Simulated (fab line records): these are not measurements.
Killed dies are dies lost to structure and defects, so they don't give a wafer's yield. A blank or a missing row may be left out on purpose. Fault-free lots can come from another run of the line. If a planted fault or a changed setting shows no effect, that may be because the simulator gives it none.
Matching of chambers ; flow nandHarc ; NHARC_P_BONDPAD_STRIP_15 on rieDiel-04: 4 sister chambers
The step strips in O2. 4 wafers are shown with their chamber, then 9 later ones without.

## WAFERS WITH THEIR CHAMBER
wafer;chamber;oesProductAu (a.u.)
L083.3;0;1.000
L086.5;3;0.986
L087.3;2;1.006
L087.5;1;0.999

## WAFERS WHOSE CHAMBER IS MISSING
wafer;oesProductAu (a.u.)
L090.1;1.012
L090.2;0.995
L090.4;0.993
L093.1;0.996
L093.2;0.981
L093.3;0.992
L093.4;1.005
L093.5;0.999
L093.6;0.991

## THE CHAMBER EACH PASSED THROUGH
wafer;from the rows above;in truth
L090.1;can't be placed: 2 or 0 or 1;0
L090.2;can't be placed: 1 or 0 or 3 or 2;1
L090.4;can't be placed: 1 or 0 or 3 or 2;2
L093.1;can't be placed: 1 or 0 or 2 or 3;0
L093.2;3;3
L093.3;can't be placed: 3 or 1 or 0 or 2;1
L093.4;can't be placed: 2 or 0 or 1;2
L093.5;can't be placed: 1 or 0 or 2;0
L093.6;can't be placed: 3 or 1 or 0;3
1 of 9 placed correctly. Unplaceable from these rows: 8, with the true chamber sitting among the candidates in 8. Wrongly placed: 0.
How it was worked out, from the rows above alone: a wafer's distance from a chamber is the root of the sum, over the readings, of the square of ((its reading less the chamber's mean) divided by the reading's scatter). If the next closest chamber is less than 2 further off than the closest, the wafer can't be placed; otherwise it belongs to the closest. A chamber's mean is the mean of its shown wafers. The scatter: root of mean squared gap, hidden wafer to nearest shown wafer, with one shown wafer a chamber.
